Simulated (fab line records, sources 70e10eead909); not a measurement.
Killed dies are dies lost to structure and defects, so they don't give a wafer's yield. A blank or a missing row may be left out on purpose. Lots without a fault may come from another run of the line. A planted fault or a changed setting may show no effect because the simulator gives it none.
fab line records | flow nand_harc
record lots=12 wafers=36 last_day=33
route steps=1302 shown A_STAIRCASE@813 END@1302
lots that met no fault: from a run of the same line without faults
start_h: hours from the record's first day to the start of the lot's first wafer shown | wait_h: hours since the lot's step before | " the same as in the row above | L1.1+2: a row that stands for several wafers | - no value, or no start given | * or withheld: withheld | < > ~ a bound
route shown NAME@n: a module of which the file shows steps, and the number in the route of the first | usual: mean/standard deviation of fault-free wafers | same: alike in all rows | chamber/n: place in a boat | sites: the reading at each site | _std_site: their standard deviation | _edge_site: outer sites' mean less inner sites' | radius_mm: how far each site lies from the wafer's centre | mask NAME#n: copy n | behind: the tool/chamber that last shaped the wafer | hold: why the lot was held/for how many hours/how that ended | device: the transistor (n, p or np) that didn't switch | end of line: the same wafers' tests at the end of the route | a step without rows: its recipe alone | killed: dies lost to structure and defects at the first sort, not the wafer's yield | map: a wafer's dies, x killed, . not, _ none there
set.NAME: the setting as run; set.NAME@STEP: as run at that earlier step | model.NAME: the simulator's own value behind a step, which no gauge read
steps of the route over a sample of lots; a table a step, a row a wafer
services: from which hour (start_h, from the record's first day; less than 0 if before it) a tool's chamber was out of use, for how many hours, and why
## steps
# step NHARC_A_STAIRCASE_STRIP_295
# recipe o2_flow_sccm=500 ar_flow_sccm=0 bias_w=0 chemistry=O2
# usual drypump_motor_current_A=5.6/0.39 oes_product_au=0.999/0.008 rf_vpp_V=57.5/0.9 showerhead_plenum_p_Torr=3.45/0.11 throttle_valve_pct=17.037/0.009
# columns lot.wafer tool chamber start_h wait_h drypump_motor_current_A oes_product_au rf_hours_counter_h rf_vpp_V showerhead_plenum_p_Torr throttle_valve_pct
L997.3 rie_diel-06 0 - - 5.8 1.003 30 55.9 3.47 17.032
L997.2 " 1 " " 5.8 1.015 28 57.4 3.62 17.037
L997.6 " 0 " " 5.8 0.998 - 56.4 3.47 17.045
L101.4 rie_diel-09 1 - - 6.2 0.993 32 56.2 3.38 17.053
L101.1 " 2 " " 5.8 0.998 34 58.3 3.53 17.039
L101.2 " 0 " " 5.7 1.005 29 56.1 3.36 17.022
L999.2 rie_diel-09 3 - - 5.8 0.998 25 57.4 3.60 17.053
L999.5 " 1 " " 6.2 0.996 - 56.5 3.38 17.039
L999.6 " 2 " " 5.8 0.995 - 58.8 3.53 17.042
L103.3 rie_diel-01 0 - - 5.7 0.994 19 55.8 3.46 17.050
L103.6 " 3 " " 5.3 0.996 - 57.5 3.34 17.027
L103.5 " 0 " " 5.7 1.002 - 55.8 3.46 17.037
L106.2 rie_diel-01 2 - - 5.9 0.998 25 57.1 3.33 17.023
L106.5 " 1 " " 4.8 1.009 - 56.5 3.60 17.020
L106.6 " 2 " " 5.9 1.001 - 55.8 3.33 17.041
L105.4 rie_diel-01 0 - - 5.7 0.997 32 58.6 3.45 17.028
L105.5 " 2 " " 5.9 0.995 - 58.0 3.33 17.034
L105.6 " 3 " " 5.3 0.996 - 56.6 3.33 17.036
L107.4 rie_diel-01 1 - - 4.8 1.014 32 58.4 3.59 17.037
L107.5 " 2 " " 5.9 0.993 - 58.3 3.33 17.030
L107.6 " 3 " " 5.2 1.010 - 56.6 3.33 17.042
L113.1 rie_diel-01 2 - - 5.9 0.997 46 57.4 3.32 17.043
L113.2 " 0 " " 5.7 1.002 50 57.6 3.44 17.043
L113.3 " 1 " " 4.8 0.998 50 57.2 3.58 17.034
L116.2 rie_diel-09 3 - - 5.8 1.000 24 57.9 3.57 17.034
L116.3 " 0 " " 5.7 1.000 27 57.0 3.33 17.039
L116.4 " 2 " " 5.8 0.993 - 58.4 3.51 17.042
L118.1 rie_diel-06 1 - - 5.8 1.007 29 58.6 3.58 17.033
L118.2 " 3 " " 5.9 1.015 24 55.3 3.36 17.050
L118.4 " 3 " " 5.9 1.004 - 57.1 3.36 17.051
L119.1 rie_diel-01 0 - - 5.7 0.998 11 56.9 3.43 17.036
L119.3 " 1 " " 4.8 1.008 13 57.2 3.57 17.034
L119.6 " 3 " " 5.2 1.005 - 57.1 3.32 17.046
L120.1 rie_diel-09 1 - - 6.2 1.009 42 57.4 3.34 17.046
L120.2 " 3 " " 5.8 1.003 43 56.9 3.56 17.043
L120.5 " 1 " " 6.2 1.004 - 57.1 3.34 17.054
# step NHARC_A_STAIRCASE_ETCH_315
# recipe target_depth_a=25000 time_s=607.1 ion_energy_ev=800 c4f8_flow_sccm=80 o2_flow_sccm=60 ar_flow_sccm=withheld rf_w=600 bias_w=3000 chemistry=C4F8/O2/Ar
# usual oes_product_au=0.932/0.0075 rf_vpp_V=1822/8.1
# columns lot.wafer tool chamber start_h wait_h oes_product_au rf_hours_counter_h rf_vpp_V
L997.2 rie_diel-09 3 - - 0.937 12 1831
L997.3 " 2 " " 0.932 22 1828
L997.6 " 0 " " 0.924 - 1814
L101.4 rie_diel-06 0 - - 0.941 47 1823
L101.1 " 1 " " 0.938 45 1833
L101.2 " 3 " " 0.936 47 1815
L999.2 rie_diel-09 1 - - 0.931 35 1815
L999.6 " 2 " " 0.920 - 1826
L999.5 " 3 " " 0.929 - 1833
L103.3 rie_diel-01 3 - - 0.938 19 1812
L103.6 " 3 " " 0.936 - 1812
L103.5 " 0 " " 0.927 - 1821
L106.2 rie_diel-06 2 - - 0.929 64 1829
L106.6 " 2 " " 0.935 - 1828
L106.5 " 3 " " 0.924 - 1815
L105.6 rie_diel-01 0 - - 0.915 - 1822
L105.5 " 1 " " 0.919 - 1831
L105.4 " 3 " " 0.930 - 1813
L107.4 rie_diel-01 1 - - 0.934 36 1833
L107.6 " 3 " " 0.926 - 1813
L107.5 " 0 " " 0.925 - 1820
L113.2 rie_diel-01 0 - - 0.929 52 1818
L113.1 " 1 " " 0.938 52 1831
L113.3 " 2 " " 0.917 49 1811
L116.3 rie_diel-01 1 - - 0.941 2 1831
L116.2 " 2 " " 0.927 2 1811
L116.4 " 0 " " 0.937 2 1820
L118.2 rie_diel-06 1 - - 0.937 30 1830
L118.1 " 3 " " 0.946 25 1813
L118.4 " 1 " " 0.944 - 1831
L119.3 rie_diel-09 3 - - 0.929 38 1828
L119.1 " 1 " " 0.923 37 1812
L119.6 " 2 " " 0.929 - 1825
L120.1 rie_diel-09 2 - - 0.937 39 1824
L120.2 " 0 " " 0.937 45 1811
L120.5 " 1 " " 0.941 - 1813
# step NHARC_A_STAIRCASE_STRIP_316
# recipe o2_flow_sccm=500 ar_flow_sccm=0 bias_w=0 chemistry=O2
# usual drypump_motor_current_A=5.6/0.4 oes_product_au=1.000/0.0074 rf_vpp_V=57.6/0.88 showerhead_plenum_p_Torr=3.45/0.11 throttle_valve_pct=17.037/0.0087
# columns lot.wafer tool chamber start_h wait_h drypump_motor_current_A oes_product_au rf_hours_counter_h rf_vpp_V showerhead_plenum_p_Torr throttle_valve_pct
L997.3 rie_diel-09 0 - - 5.7 1.008 18 57.8 3.37 17.025
L997.2 " 3 " " 5.8 0.990 12 59.7 3.61 17.037
L997.6 " 1 " " 6.2 0.997 - 58.5 3.38 17.025
L101.4 rie_diel-06 1 - - 5.8 0.983 45 57.9 3.61 17.045
L101.2 " 2 " " 5.1 0.996 45 60.0 3.54 17.044
L101.1 " 3 " " 5.9 0.983 47 59.0 3.38 17.040
L999.2 rie_diel-09 0 - - 5.7 0.997 32 58.0 3.36 17.033
L999.6 " 0 " " 5.7 0.994 - 57.4 3.36 17.029
L999.5 " 1 " " 6.2 0.989 - 56.2 3.38 17.028
L103.3 rie_diel-01 1 - - 4.8 1.005 18 57.5 3.60 17.034
L103.6 " 1 " " 4.8 0.992 - 57.6 3.60 17.039
L103.5 " 2 " " 5.9 0.997 - 58.4 3.33 17.043
L106.2 rie_diel-06 1 - - 5.8 1.012 65 58.7 3.60 17.031
L106.6 " 0 " " 5.7 1.013 - 58.4 3.46 17.040
L106.5 " 1 " " 5.8 1.006 - 58.0 3.60 17.028
L105.5 rie_diel-01 3 - - 5.3 1.006 - 56.2 3.33 17.053
L105.6 " 0 " " 5.7 0.995 - 56.6 3.45 17.036
L105.4 " 1 " " 4.8 0.995 - 57.5 3.59 17.045
L107.4 rie_diel-01 2 - - 5.9 0.996 35 58.5 3.32 17.038
L107.5 " 2 " " 5.9 0.983 - 56.3 3.32 17.049
L107.6 " 3 " " 5.3 0.999 - 56.4 3.33 17.037
L113.3 rie_diel-01 2 - - 5.9 0.997 49 56.5 3.32 17.027
L113.1 " 0 " " 5.7 0.993 52 56.8 3.44 17.026
L113.2 " 1 " " 4.8 1.007 53 57.3 3.58 17.028
L116.3 rie_diel-01 3 - - 5.3 1.004 1 58.0 3.32 17.028
L116.4 " 0 " " 5.7 1.001 2 56.7 3.44 17.053
L116.2 " 1 " " 4.8 1.000 2 59.6 3.58 17.029
L118.1 rie_diel-06 1 - - 5.8 1.002 31 57.0 3.58 17.039
L118.2 " 3 " " 5.9 0.999 26 57.9 3.36 17.022
L118.4 " 1 " " 5.8 1.011 - 58.4 3.58 17.032
L119.1 rie_diel-09 3 - - 5.8 0.996 39 57.1 3.56 17.042
L119.3 " 2 " " 5.8 0.999 36 57.1 3.50 17.031
L119.6 " 3 " " 5.8 1.001 - 59.9 3.56 17.053
L120.2 rie_diel-09 3 - - 5.8 1.002 45 56.7 3.56 17.039
L120.1 " 1 " " 6.2 1.006 44 56.9 3.34 17.052
L120.5 " 3 " " 5.8 0.999 - 59.4 3.56 17.049
# step NHARC_A_STAIRCASE_DEP_322
# recipe target_thk_a=72000 temp_c=400 target_thk_nm=7200 teos_flow_sccm=200 rf_w=500 material=SiO2
# usual heater_power_w=674/110 rf_fwd_power_W=499.7/1.5
# columns lot.wafer tool chamber start_h wait_h heater_power_w rf_fwd_power_W
L997.2 pecvd-03 2 418.65 0.2 688 499.0
L997.3 " 0 " " 933 499.4
L997.6 " 1 " " 652 497.2
L101.1 pecvd-02 2 438.97 0.1 691 501.8
L101.2 " 0 " " 736 495.3
L101.4 " 2 " " 648 501.0
L999.2 pecvd-03 0 439.06 0.2 934 500.3
L999.5 " 0 " " 802 497.6
L999.6 " 1 " " 690 498.2
L103.3 pecvd-02 0 475.87 0.2 763 498.5
L103.5 " 2 " " 625 499.0
L103.6 " 0 " " 603 499.1
L106.2 pecvd-04 0 507.02 0.1 608 500.8
L106.6 " 1 " " 526 499.9
L106.5 " 2 " " 553 504.8
L105.5 pecvd-02 1 507.31 0.4 583 499.4
L105.4 " 2 " " 638 498.0
L105.6 " 0 " " 601 499.3
L107.4 pecvd-02 2 525.88 0.4 630 498.7
L107.6 " 0 " " 619 498.6
L107.5 " 1 " " 558 500.1
L113.1 pecvd-02 0 583.61 0.1 661 500.4
L113.2 " 1 " " 744 422.0
L113.3 " 2 " " 760 499.5
L116.3 pecvd-03 2 598.33 0.1 719 502.4
L116.2 " 0 " " 884 500.5
L116.4 " 1 " " 705 502.1
L118.2 pecvd-03 2 616.56 0.1 799 502.1
L118.1 " 0 " " 876 499.8
L118.4 " 1 " " 711 501.1
L119.3 pecvd-03 1 627.75 0.2 711 504.2
L119.1 " 2 " " 807 499.9
L119.6 " 2 " " 647 500.2
L120.1 pecvd-02 2 646.10 0.1 774 503.0
L120.2 " 0 " " 705 499.7
L120.5 " 1 " " 538 498.8
# step NHARC_END_SORT_01
# recipe temp_c=25
# usual killed_at_array=59/17 killed_at_other=0.7/0.9 killed_at_periphery=3.6/2.3 killed_dies=63/18 killed_open=3.4/1.9 killed_short=2.6/1.7
# same gross_dies=677
# columns lot.wafer tool chamber start_h wait_h killed_at_array killed_at_other killed_at_periphery killed_dies killed_open killed_short
L999.2 prober-02 0 585.93 2.8 60 1 1 62 6 3
L999.5 prober-02 0 588.30 3.7 58 0 1 59 2 6
L999.6 prober-02 0 589.09 4.0 42 0 1 43 2 1
L101.1 prober-02 0 592.88 2.5 43 2 1 46 2 2
L101.2 prober-02 0 593.68 2.8 49 0 3 52 4 1
L101.4 prober-02 0 595.28 3.4 51 0 4 55 5 5
L113.1 prober-01 0 744.37 2.5 50 0 7 57 3 2
L113.2 prober-01 0 745.17 2.8 57 0 6 63 4 4
L113.3 prober-01 0 745.98 3.1 46 0 8 54 4 4
L118.1 prober-01 0 783.34 2.5 53 2 1 56 1 2
L118.2 prober-01 0 784.15 2.8 75 5 3 83 6 5
L118.4 prober-01 0 785.75 3.4 52 1 4 57 3 6
# killed by level:class
L999.2 A_SLIT:chamber_film_flake=33 A_CHANNEL_HOLE_D2:chamber_film_flake=12 A_CHANNEL_HOLE_D1:chamber_film_flake=3 A_STAIRCASE:chamber_film_flake=3 A_ONON_D2:geometric_particle:open=2 P_CONTACT:geometric_particle:open=1 A_SOURCE_PLATE:geometric_particle:open=1 A_SOURCE_PLATE:geometric_particle:short=1
L999.5 A_SLIT:chamber_film_flake=31 A_CHANNEL_HOLE_D2:chamber_film_flake=15 A_CONTACT:chamber_film_flake=3 A_ONON_D2:geometric_particle:short=2 A_STAIRCASE:chamber_film_flake=2 P_M0:geometric_particle:short=1 A_CHANNEL_FILL_D2:geometric_particle:short=1 A_WL_FILL:geometric_particle:short=1
L999.6 A_SLIT:chamber_film_flake=20 A_CHANNEL_HOLE_D2:chamber_film_flake=14 A_CHANNEL_HOLE_D1:chamber_film_flake=3 P_GATE:geometric_particle:open=1 A_ONON_D2:geometric_particle:open=1 A_M0:geometric_particle:short=1 A_DECK1_JOINT:chamber_film_flake=1 A_STAIRCASE:chamber_film_flake=1
L101.1 A_CHANNEL_HOLE_D2:chamber_film_flake=29 A_CHANNEL_HOLE_D1:chamber_film_flake=3 A_CONTACT:chamber_film_flake=3 A_M1:chamber_film_flake=3 A_CHANNEL_HOLE_D1:geometric_particle:short=1 A_ONON_D2:geometric_particle:open=1 A_WL_FILL:geometric_particle:short=1 P_CONTACT:chamber_film_flake=1
L101.2 A_CHANNEL_HOLE_D2:chamber_film_flake=40 A_M0:geometric_particle:open=3 A_CHANNEL_FILL_D1:chamber_film_flake=2 P_CONTACT:geometric_particle:open=1 A_CHANNEL_FILL_D1:geometric_particle:short=1 P_ZERO_WELL:chamber_film_flake=1 P_BONDPAD:chamber_film_flake=1 A_CHANNEL_HOLE_D1:chamber_film_flake=1
L101.4 A_CHANNEL_HOLE_D2:chamber_film_flake=38 P_CONTACT:geometric_particle:open=2 A_STAIRCASE:chamber_film_flake=2 P_CONTACT:geometric_particle:short=1 P_BONDPAD:geometric_particle:short=1 A_CHANNEL_HOLE_D1:geometric_particle:open=1 A_CHANNEL_FILL_D1:geometric_particle:open=1 A_CHANNEL_FILL_D1:geometric_particle:short=1
L113.1 A_CHANNEL_HOLE_D2:chamber_film_flake=25 A_CHANNEL_HOLE_D1:chamber_film_flake=6 A_CONTACT:chamber_film_flake=6 P_GATE:chamber_film_flake=3 P_CONTACT:chamber_film_flake=3 A_SGD_CUT:chamber_film_flake=3 A_STAIRCASE:chamber_film_flake=2 A_SLIT:chamber_film_flake=2
L113.2 A_CHANNEL_HOLE_D2:chamber_film_flake=26 A_CHANNEL_HOLE_D1:chamber_film_flake=10 A_SGD_CUT:chamber_film_flake=4 A_M1:chamber_film_flake=4 P_CONTACT:chamber_film_flake=3 P_M1:geometric_particle:open=2 A_DECK1_JOINT:chamber_film_flake=2 A_SLIT:chamber_film_flake=2
L113.3 A_CHANNEL_HOLE_D2:chamber_film_flake=20 A_CHANNEL_HOLE_D1:chamber_film_flake=10 A_SLIT:chamber_film_flake=5 A_CHANNEL_FILL_D1:geometric_particle:short=2 P_GATE:chamber_film_flake=2 P_CONTACT:chamber_film_flake=2 A_STAIRCASE:chamber_film_flake=2 A_SGD_CUT:chamber_film_flake=2
L118.1 A_CHANNEL_HOLE_D2:chamber_film_flake=21 A_SLIT:chamber_film_flake=16 A_CHANNEL_HOLE_D1:chamber_film_flake=5 A_CONTACT:chamber_film_flake=5 A_STAIRCASE:chamber_film_flake=2 THIN_TSV:chamber_film_flake=2 A_CHANNEL_FILL_D1:geometric_particle:short=1 A_CHANNEL_FILL_D2:geometric_particle:short=1
L118.2 A_SLIT:chamber_film_flake=23 A_CHANNEL_HOLE_D2:chamber_film_flake=17 A_CHANNEL_HOLE_D1:chamber_film_flake=13 A_CONTACT:chamber_film_flake=9 THIN_TSV:chamber_film_flake=4 A_STAIRCASE:chamber_film_flake=3 A_ONON_D1:geometric_particle:open=2 P_CONTACT:geometric_particle:open=1
L118.4 A_SLIT:chamber_film_flake=22 A_CHANNEL_HOLE_D2:chamber_film_flake=16 A_CONTACT:chamber_film_flake=3 A_CHANNEL_FILL_D2:geometric_particle:short=2 P_STI:chamber_film_flake=2 A_CHANNEL_HOLE_D1:chamber_film_flake=2 P_GATE:geometric_particle:short=1 P_CONTACT:geometric_particle:short=1
## services
# columns tool chamber start_h hours kind
rie_diel-01 1 359.08 9.7 repair
pecvd-03 - 366.29 13.0 pm
rie_diel-09 0 380.91 7.5 repair
rie_diel-01 - 381.23 9.0 pm
pecvd-02 - 409.59 13.0 pm
rie_diel-06 0 421.50 4.5 repair
rie_diel-09 2 450.40 4.0 repair
rie_diel-09 0 452.41 12.4 repair
rie_diel-06 - 484.20 9.0 pm
rie_diel-09 0 485.52 4.6 repair
rie_diel-09 - 499.32 9.0 pm
rie_diel-06 - 505.03 0.9 repair
pecvd-03 - 511.44 0.8 repair
rie_diel-01 0 534.48 5.9 repair
pecvd-03 - 547.29 13.0 pm
rie_diel-01 3 553.19 17.0 repair
rie_diel-06 2 553.95 8.9 repair
rie_diel-01 - 558.35 9.0 pm
rie_diel-09 1 567.42 1.8 repair
rie_diel-01 3 573.93 2.5 repair
rie_diel-06 2 584.26 14.5 repair
pecvd-02 - 590.85 13.0 pm
rie_diel-09 0 604.31 6.5 repair
rie_diel-01 - 607.45 0.6 repair
## key
first_sign step=NHARC_A_STAIRCASE_DEP_322 reading=rf_fwd_power_W direction=down sigmas=51 usual=* struck=*
effect none on later readings
met_at NHARC_A_STAIRCASE_DEP_322
struck_lots L113
struck_wafers L113.2
tester_left_out L113
not_acting_at NHARC_A_STAIRCASE_STRIP_295,NHARC_A_STAIRCASE_ETCH_315,NHARC_A_STAIRCASE_STRIP_316
onset_between 525.88 583.61
fault kind=process_parameter_drift tool=pecvd-02 chamber=1 onset_h=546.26 steps=NHARC_A_STAIRCASE_DEP_322 channel=rf_w offset=* shape=step end_h=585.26 acts_in=* stated=*
# tester_left_out: of these lots the tester's yield and bins aren't shown, on N5 and GAA mostly nor the transistor test; their killed dies are dies lost to structure and defects alone, not to doping, threshold or leakage, so they don't give the yield
